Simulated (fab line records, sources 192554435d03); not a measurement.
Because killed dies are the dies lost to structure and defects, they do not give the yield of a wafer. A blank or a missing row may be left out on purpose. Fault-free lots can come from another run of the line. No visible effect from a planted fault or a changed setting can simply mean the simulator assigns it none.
Split-lot experiment | flow n5 finfet | 7 lots, 39 wafers read, on a route of 1938 steps

## SPLIT DETAILS
At N5_GATE_CUT_ETCH_56 (etches TiN in Cl2/Ar, target depth 21.6 nm), the setting target depth a was moved away from the recipe's 216 angstrom on 9 of the 39 wafers read, by -8.6% to +12.7%. For the rest of the wafers, this setting stayed at what the recipe calls for.

The reading is taken at the split's own step.

## THE READING
etch.depth nm (the simulator's own value, which no gauge read), in nm, at N5_GATE_CUT_ETCH_56 (etches TiN in Cl2/Ar, target depth 21.6 nm). The file gives no usual value for it. The 30 wafers here that ran the recipe average 21.84 nm, standard deviation 0.36 nm.

wafer  | tool, chamber at the split | target depth a as run, angstrom | against the recipe | etch.depth nm, nm | against lot-mates on the recipe
L075.1 | rie metal-03, 1            | 216                             | recipe             | 21.77             | -
L075.2 | rie metal-03, 1            | 216                             | recipe             | 21.83             | -
L075.3 | rie metal-03, 1            | 216                             | recipe             | 21.78             | -
L075.4 | rie metal-03, 1            | 216                             | recipe             | 21.67             | -
L075.5 | rie metal-03, 1            | 216                             | recipe             | 21.76             | -
L075.6 | rie metal-03, 1            | 216                             | recipe             | 21.89             | -
L080.1 | rie metal-02, 1            | 243.5                           | +12.7%             | 24.68             | +2.98
L080.2 | rie metal-02, 0            | 216                             | recipe             | 21.39             | -
L080.3 | rie metal-02, 0            | 243.5                           | +12.7%             | 24.56             | +2.86
L080.4 | rie metal-02, 1            | 216                             | recipe             | 21.96             | -
L080.5 | rie metal-02, 0            | 216                             | recipe             | 21.76             | -
L080.6 | rie metal-02, 1            | 243.5                           | +12.7%             | 24.97             | +3.27
L081.1 | rie metal-03, 0            | 224.3                           | +3.8%              | 22.66             | +0.84
L081.2 | rie metal-03, 0            | 216                             | recipe             | 21.73             | -
L081.3 | rie metal-03, 0            | 224.3                           | +3.8%              | 22.57             | +0.75
L081.4 | rie metal-03, 0            | 216                             | recipe             | 21.94             | -
L081.5 | rie metal-03, 0            | 224.3                           | +3.8%              | 22.62             | +0.80
L081.6 | rie metal-03, 0            | 216                             | recipe             | 21.8              | -
L087.1 | rie metal-02, 0            | 216                             | recipe             | 21.84             | -
L087.3 | rie metal-02, 0            | 216                             | recipe             | 21.7              | -
L087.5 | rie metal-02, 0            | 216                             | recipe             | 21.59             | -
L089.1 | rie metal-01, 1            | 216                             | recipe             | 22.49             | -
L089.2 | rie metal-01, 0            | 216                             | recipe             | 21.5              | -
L089.3 | rie metal-01, 0            | 216                             | recipe             | 21.4              | -
L089.4 | rie metal-01, 1            | 216                             | recipe             | 22.64             | -
L089.5 | rie metal-01, 1            | 216                             | recipe             | 22.63             | -
L089.6 | rie metal-01, 0            | 216                             | recipe             | 21.6              | -
L096.1 | rie metal-03, 0            | 216                             | recipe             | 21.35             | -
L096.2 | rie metal-03, 1            | 216                             | recipe             | 22.31             | -
L096.5 | rie metal-03, 1            | 216                             | recipe             | 22.31             | -
L096.3 | rie metal-03, 1            | 216                             | recipe             | 22.33             | -
L096.4 | rie metal-03, 0            | 216                             | recipe             | 21.34             | -
L096.6 | rie metal-03, 0            | 216                             | recipe             | 21.4              | -
L097.1 | rie metal-02, 0            | 216                             | recipe             | 21.71             | -
L097.2 | rie metal-02, 1            | 197.5                           | -8.6%              | 20.09             | -1.76
L097.3 | rie metal-02, 0            | 216                             | recipe             | 21.86             | -
L097.4 | rie metal-02, 1            | 197.5                           | -8.6%              | 19.96             | -1.89
L097.5 | rie metal-02, 1            | 216                             | recipe             | 21.98             | -
L097.6 | rie metal-02, 0            | 197.5                           | -8.6%              | 19.67             | -2.18

THE FIT
A straight line over all 39 wafers: etch.depth nm changes by +0.226 nm for each +1% of target depth a; r = +0.95; the points scatter about the line by 0.33 nm.
The same after taking each lot's own level away (the mean of its wafers on the recipe; 39 wafers): +0.233 nm for each +1%; r = +0.96; scatter 0.32 nm.
Per that fit: largest target depth a move, reading shift of 3 nm.
Measured against the standard deviation above, the lots' own levels, which go from 21.703 to 22.043 nm, span 1.0 times it.
Hence the lot-to-lot level has little effect on the slope; both slopes agree.
Check: with one of the wafers moved furthest among these (+12.7%) left out of the fit, the line predicts +2.97 nm for it against its lot-mates. Against them it came out at +2.98 nm.

## THE OTHER SPLITS THESE WAFERS WENT THROUGH
Other splits were also applied to these wafers ahead of the reading. Each is held against what the fit with the lots' levels taken away leaves over:
other split on the same wafers     | wafers away from the commonest value | r with etch.depth nm (lot level and that fit taken away)
N5_FIN_CUT_ETCH_21 bias w          | 12                                   | +0.07
N5_DUMMY_GATE_ETCH_32 time s       | 15                                   | +0.00
N5_SD_EPI_N_ETCH_16 target depth a | 15                                   | -0.20
N5_HKMG_FIN_ETCH_58 target depth a | 18                                   | +0.01
N5_HKMG_FIN_ETCH_32 target depth a | 15                                   | +0.17

## FILE'S OWN FIT
etch.depth nm changes by +0.233 nm for each +1% of target depth a, r = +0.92.
